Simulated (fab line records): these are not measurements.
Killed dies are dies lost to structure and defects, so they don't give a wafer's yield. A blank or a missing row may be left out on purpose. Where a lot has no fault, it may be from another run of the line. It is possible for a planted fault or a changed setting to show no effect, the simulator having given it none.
2 desks looking at one fault :: flow n5_finfet :: each desk holds nothing but its own numbers, with what lay behind them at the end

== TOOL OWNER'S DESK, pecvd-04 ==
The tool's own readings at N5_BEOL_M0_SAQP_PECVD_97 (deposits SiNx from SiH4/NH3/N2, target thk 23 nm, time 19.9 s): means of the sampled wafers that have a number, for each lot that ran on this tool. Any lot whose mean is over 4 standard deviations away from the usual mean is out of limits and marked OUT; that distance is given in the brackets.
Columns: A = heater_power_w at N5_BEOL_M0_SAQP_PECVD_97, usual 571 W; B = showerhead_plenum_p_Torr at N5_BEOL_M0_SAQP_PECVD_97, usual 5.14 Torr; C = throttle_valve_pct at N5_BEOL_M0_SAQP_PECVD_97, usual 39.5 %
lot: L539
first seen here: day 6 21:03
A: 545
B: 5.13
C: 39.9

lot: L548
first seen here: day 9 02:01
A: 605
B: 5.14
C: 40.4

lot: L549
first seen here: day 9 05:29
A: 614
B: 5.14
C: 39.9

lot: L550
first seen here: day 9 08:56
A: 554
B: 5.12
C: 40.2
This desk found nothing out of limits on any of the 4 lots.

== THE METROLOGY DESK ==
Lot by lot, what the gauges showed, no matter which tool ran the lot: averages of those sampled wafers that carry a number. Any lot whose mean is over 4 standard deviations away from the usual mean is out of limits and marked OUT; that distance is given in the brackets. Readings shown: 7 of its 10, picked as those furthest out on some lot.
Columns: A = DIBL_N at N5_BEOL_M4_RC_MEAS_101, usual 36.0 mV/V; B = IOFF_P at N5_BEOL_M4_RC_MEAS_101, usual 0.21 nA/um; C = ION_P at N5_BEOL_M4_RC_MEAS_101, usual 463 uA/um; D = SS_N at N5_BEOL_M4_RC_MEAS_101, usual 71.4 mV/dec; E = SS_P at N5_BEOL_M4_RC_MEAS_101, usual 73.4 mV/dec; F = VT_N at N5_BEOL_M4_RC_MEAS_101, usual 250.0 mV; G = VT_P at N5_BEOL_M4_RC_MEAS_101, usual -251 mV
lot: L539
first seen here: day 11 12:49
A: 35.9
B: 0.20
C: 463
D: 71.5
E: 73.1
F: 251.3
G: -250

lot: L548
first seen here: day 13 07:44
A: 34.6
B: 0.20
C: 461
D: 71.6
E: 72.8
F: 248.3
G: -250

lot: L550
first seen here: day 13 22:10
A: 34.6
B: 0.20
C: 462
D: 71.5
E: 74.3
F: 247.8
G: -250

lot: L549
first seen here: day 14 03:04
A: 35.7
B: 0.24
C: 472
D: 71.5
E: 73.3
F: 247.3
G: -246

lot: L555
first seen here: day 14 15:13
A: 36.8
B: 0.24
C: 472
D: 71.9
E: 73.6
F: 249.7
G: -247
This desk found nothing out of limits on any of the 5 lots.

== ALL TOGETHER ==
Nothing out of limits was seen by the tool owner's desk.
From the metrology desk's view, nothing was out of limits.

== WHAT HAD BEEN PUT IN BY THE SIMULATOR ==
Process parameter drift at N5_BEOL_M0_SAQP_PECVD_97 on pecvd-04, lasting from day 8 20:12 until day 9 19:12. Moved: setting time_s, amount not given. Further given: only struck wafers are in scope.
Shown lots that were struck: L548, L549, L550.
